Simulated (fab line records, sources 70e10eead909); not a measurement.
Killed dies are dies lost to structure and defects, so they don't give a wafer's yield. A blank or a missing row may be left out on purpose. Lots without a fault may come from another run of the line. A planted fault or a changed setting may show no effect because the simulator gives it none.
Which tool did it? | flow nand_harc | 12 lots, 34 wafers sampled, at 5 steps of a route of 1302

WHAT THE GAUGES READ, wafer by wafer
NHARC_END_SORT_01. Usual: killed_at_array 55, standard deviation 19; killed_at_other 0.8, standard deviation 1.1; killed_at_periphery 4.0, standard deviation 2.6; killed_dies 60, standard deviation 20; killed_open 3.4, standard deviation 1.7; killed_short 2.6, standard deviation 1.5.
lot  | measured     | on        | killed_at_array | killed_at_other | killed_at_periphery | killed_dies | killed_open | killed_short | flag
L915 | day 28 11:47 | prober-02 | 671             | 3               | 3                   | 677         | 1           | 3            | OFF

WHICH TOOL RAN EACH LOT (tool, then ch and the chambers of the sampled wafers, then the start)
lot  | NHARC_A_CONTACT_DESCUM_13          | NHARC_A_CONTACT_ETCH_89                       | NHARC_A_CONTACT_ALD_18              | NHARC_A_CONTACT_CVD_19
L906 | rie_diel-01 ch 2,3, day 22 16:16   | rie_diel-01 ch 0,1, day 22 20:26 or earlier   | ald_metal-01 ch 0,2,3, day 22 20:26 | cvd_w-02 ch 0,1, no start
L907 | rie_diel-04 ch 1,2,3, day 23 03:54 | rie_diel-01 ch 2,3, day 23 08:49 or earlier   | ald_metal-01 ch 0,3, day 23 08:49   | cvd_w-01 ch 1, no start
L909 | rie_diel-06 ch 2,3, day 23 05:59   | rie_diel-06 ch 1,2,3, day 23 10:42 or earlier | ald_metal-04 ch 0,2, day 23 10:42   | cvd_w-01 ch 0,1, no start
L912 | rie_diel-06 ch 2,3, day 24 21:02   | rie_diel-06 ch 0,1,2, day 25 01:25 or earlier | ald_metal-04 ch 0,1,2, day 25 01:25 | cvd_w-02 ch 1, no start
L914 | rie_diel-04 ch 2,3, day 26 03:30   | rie_diel-04 ch 1,2,3, day 26 08:12 or earlier | ald_metal-01 ch 0,1,2, day 26 08:12 | cvd_w-02 ch 0,1, no start
L915 | rie_diel-04 ch 0, day 26 05:10     | rie_diel-04 ch 3, day 26 12:41 or earlier     | ald_metal-01 ch 0, day 26 12:41     | cvd_w-01 ch 1, day 28 11:47 or earlier
L918 | rie_diel-06 ch 1,2,3, day 27 00:58 | rie_diel-06 ch 1,2,3, day 27 05:16 or earlier | ald_metal-03 ch 0,2,3, day 27 05:16 | cvd_w-02 ch 0,1, no start
L920 | rie_diel-01 ch 1,2,3, day 28 04:26 | rie_diel-01 ch 0,3, day 28 08:34 or earlier   | ald_metal-03 ch 0,2,3, day 28 08:34 | cvd_w-02 ch 0, no start
L922 | rie_diel-01 ch 0,2, day 28 15:14   | rie_diel-01 ch 0,2, day 28 21:16 or earlier   | ald_metal-03 ch 0,2,3, day 28 21:16 | cvd_w-02 ch 1, no start
L924 | rie_diel-04 ch 0,1,2, day 29 19:32 | rie_diel-04 ch 0,3, day 29 23:43 or earlier   | ald_metal-04 ch 0,1,3, day 29 23:43 | cvd_w-01 ch 0,1, no start
L926 | rie_diel-06 ch 0,2, day 30 10:06   | rie_diel-06 ch 0,1,3, day 30 14:16 or earlier | ald_metal-03 ch 0,2,3, day 30 14:16 | cvd_w-02 ch 0,1, no start
L928 | rie_diel-04 ch 0,1,3, day 30 22:13 | rie_diel-04 ch 0,1,2, day 31 02:38 or earlier | ald_metal-04 ch 1,2,3, day 31 02:38 | cvd_w-02 ch 0,1, no start
- NHARC_A_CONTACT_DESCUM_13: chemistry O2, time 3 s.
- NHARC_A_CONTACT_ETCH_89: etches the open film in N2/H2, target depth 260 nm, time 475.3 s.
- NHARC_A_CONTACT_ALD_18: deposits TiN, target thk 3 nm, pulse time 1 s, ald cycles 150.
- NHARC_A_CONTACT_CVD_19: deposits W, target thk 300 nm, time 802 s.

WHAT THE TOOLS THEMSELVES READ (means of the sampled wafers that have a number; where no wafer has one, the mark that the record gives instead)
NHARC_A_CONTACT_DESCUM_13. Usual: drypump_motor_current_A 5.6 A, standard deviation 0.34; oes_product_au 0.996 a.u., standard deviation 0.0094; rf_vpp_V 57.9 V, standard deviation 0.94; showerhead_plenum_p_Torr 1.90 Torr, standard deviation 0.077; throttle_valve_pct 11.312 %, standard deviation 0.01.
lot  | tool        | drypump_motor_current_A (A) | oes_product_au (a.u.) | rf_vpp_V (V) | showerhead_plenum_p_Torr (Torr) | throttle_valve_pct (%) | flag
L906 | rie_diel-01 | 5.9                         | 0.997                 | 58.4         | 1.97                            | 11.315                 |
L907 | rie_diel-04 | 5.7                         | 0.996                 | 57.9         | 1.90                            | 11.315                 |
L909 | rie_diel-06 | 6.0                         | 0.990                 | 57.8         | 1.91                            | 11.303                 |
L912 | rie_diel-06 | 5.6                         | 0.995                 | 57.9         | 1.90                            | 11.318                 |
L914 | rie_diel-04 | 5.8                         | 1.002                 | 56.6         | 1.92                            | 11.303                 |
L915 | rie_diel-04 | 5.1                         | 0.993                 | 58.3         | 1.85                            | 11.308                 |
L918 | rie_diel-06 | 5.7                         | 0.990                 | 58.5         | 1.95                            | 11.317                 |
L920 | rie_diel-01 | 5.9                         | 0.991                 | 58.2         | 1.93                            | 11.318                 |
L922 | rie_diel-01 | 5.5                         | 0.992                 | 58.0         | 1.92                            | 11.309                 |
L924 | rie_diel-04 | 5.5                         | 1.002                 | 58.4         | 1.89                            | 11.302                 |
L926 | rie_diel-06 | 5.6                         | 0.995                 | 57.7         | 1.84                            | 11.318                 |
L928 | rie_diel-04 | 5.5                         | 0.995                 | 57.6         | 1.84                            | 11.314                 |

NHARC_A_CONTACT_ETCH_89. Usual: drypump_motor_current_A 5.6 A, standard deviation 0.34; oes_product_au 0.996 a.u., standard deviation 0.009; rf_vpp_V 430.4 V, standard deviation 2.5; showerhead_plenum_p_Torr 2.04 Torr, standard deviation 0.086; throttle_valve_pct 14.171 %, standard deviation 0.0091.
lot  | tool        | drypump_motor_current_A (A) | oes_product_au (a.u.) | rf_vpp_V (V) | showerhead_plenum_p_Torr (Torr) | throttle_valve_pct (%) | flag
L906 | rie_diel-01 | 5.8                         | 1.000                 | 432.3        | 2.09                            | 14.175                 |
L907 | rie_diel-01 | 5.9                         | 0.990                 | 432.6        | 2.11                            | 14.167                 |
L909 | rie_diel-06 | 5.7                         | 0.997                 | 431.7        | 2.09                            | 14.170                 |
L912 | rie_diel-06 | 5.7                         | 1.003                 | 431.9        | 2.06                            | 14.172                 |
L914 | rie_diel-04 | 5.7                         | 0.990                 | 430.5        | 2.03                            | 14.165                 |
L915 | rie_diel-04 | 5.8                         | 1.002                 | 429.4        | 1.99                            | 14.177                 |
L918 | rie_diel-06 | 5.7                         | 0.992                 | 431.8        | 2.08                            | 14.172                 |
L920 | rie_diel-01 | 5.6                         | 0.997                 | 434.0        | 2.16                            | 14.166                 |
L922 | rie_diel-01 | 5.4                         | 0.994                 | 432.2        | 2.10                            | 14.169                 |
L924 | rie_diel-04 | 5.3                         | 1.002                 | 429.1        | 1.97                            | 14.174                 |
L926 | rie_diel-06 | 5.4                         | 0.998                 | 430.3        | 2.04                            | 14.167                 |
L928 | rie_diel-04 | 5.5                         | 1.002                 | 429.2        | 2.01                            | 14.170                 |

NHARC_A_CONTACT_ALD_18. Usual: heater_power_w 1122 W, standard deviation 110; precursor_pulse_height_rel 1.000, standard deviation 0.02.
lot  | tool         | heater_power_w (W) | precursor_pulse_height_rel | flag
L906 | ald_metal-01 | 1085               | 1.008                      |
L907 | ald_metal-01 | 1170               | 0.994                      |
L909 | ald_metal-04 | 1101               | 1.004                      |
L912 | ald_metal-04 | 1106               | 1.005                      |
L914 | ald_metal-01 | 1081               | 1.009                      |
L915 | ald_metal-01 | 1200               | 0.983                      |
L918 | ald_metal-03 | 1174               | 1.001                      |
L920 | ald_metal-03 | 1165               | 1.012                      |
L922 | ald_metal-03 | 1153               | 0.999                      |
L924 | ald_metal-04 | 1226               | 0.987                      |
L926 | ald_metal-03 | 1191               | 1.014                      |
L928 | ald_metal-04 | 1142               | 0.991                      |

NHARC_A_CONTACT_CVD_19. Usual: heater_power_w 488 W, standard deviation 63; throttle_valve_pct 7.92 %, standard deviation 0.23.
lot  | tool     | heater_power_w (W) | throttle_valve_pct (%) | flag
L906 | cvd_w-02 | 450                | 7.97                   |
L907 | cvd_w-01 | 462                | 8.25                   |
L909 | cvd_w-01 | 538                | 7.87                   |
L912 | cvd_w-02 | 485                | 7.96                   |
L914 | cvd_w-02 | 475                | 7.91                   |
L915 | cvd_w-01 | 488                | 7.82                   |
L918 | cvd_w-02 | 473                | 8.10                   |
L920 | cvd_w-02 | 426                | 8.09                   |
L922 | cvd_w-02 | 483                | 7.62                   |
L924 | cvd_w-01 | 534                | 8.03                   |
L926 | cvd_w-02 | 446                | 7.83                   |
L928 | cvd_w-02 | 464                | 7.75                   |

THE ANSWER, worked out from the rows above alone
Rule: a lot is off if the mean of its wafers that have a number lies more than 3 standard deviations from the usual mean. A lot without any number at a reading at which 4 lots or more have one is off too. The other lots that the step has rows for count as sound. The gauges are gone through in route order, then the tools' own readings, and for those a lot's mean is taken as printed above. The first step at which some lot is off is used, and at that step the reading that is off furthest; a lot without a number counts as furthest.
Off: L915, at NHARC_END_SORT_01 (killed_at_array). Neither off nor sound, because the step has no rows for them: L906, L907, L909, L912, L914, L918, L920, L922, L924, L926, L928.
A tool fits if, at a process step before that reading, it ran every lot that is off, and no sound lot after the first of them. The gauges at NHARC_END_SORT_01 are tried like those tools. NHARC_A_CONTACT_ETCH_89 gives no start for some lots, so the hours and the order of its lots are those of NHARC_A_CONTACT_ALD_18. NHARC_A_CONTACT_CVD_19 gives no start for some lots, so the hours and the order of its lots are those of NHARC_END_SORT_01. Can't be told from this: 4 tools fit, rie_diel-04 at NHARC_A_CONTACT_DESCUM_13 and NHARC_A_CONTACT_ETCH_89, ald_metal-01 at NHARC_A_CONTACT_ALD_18, cvd_w-01 at NHARC_A_CONTACT_CVD_19, prober-02 at NHARC_END_SORT_01.

WHAT THE SIMULATOR HAD PUT IN
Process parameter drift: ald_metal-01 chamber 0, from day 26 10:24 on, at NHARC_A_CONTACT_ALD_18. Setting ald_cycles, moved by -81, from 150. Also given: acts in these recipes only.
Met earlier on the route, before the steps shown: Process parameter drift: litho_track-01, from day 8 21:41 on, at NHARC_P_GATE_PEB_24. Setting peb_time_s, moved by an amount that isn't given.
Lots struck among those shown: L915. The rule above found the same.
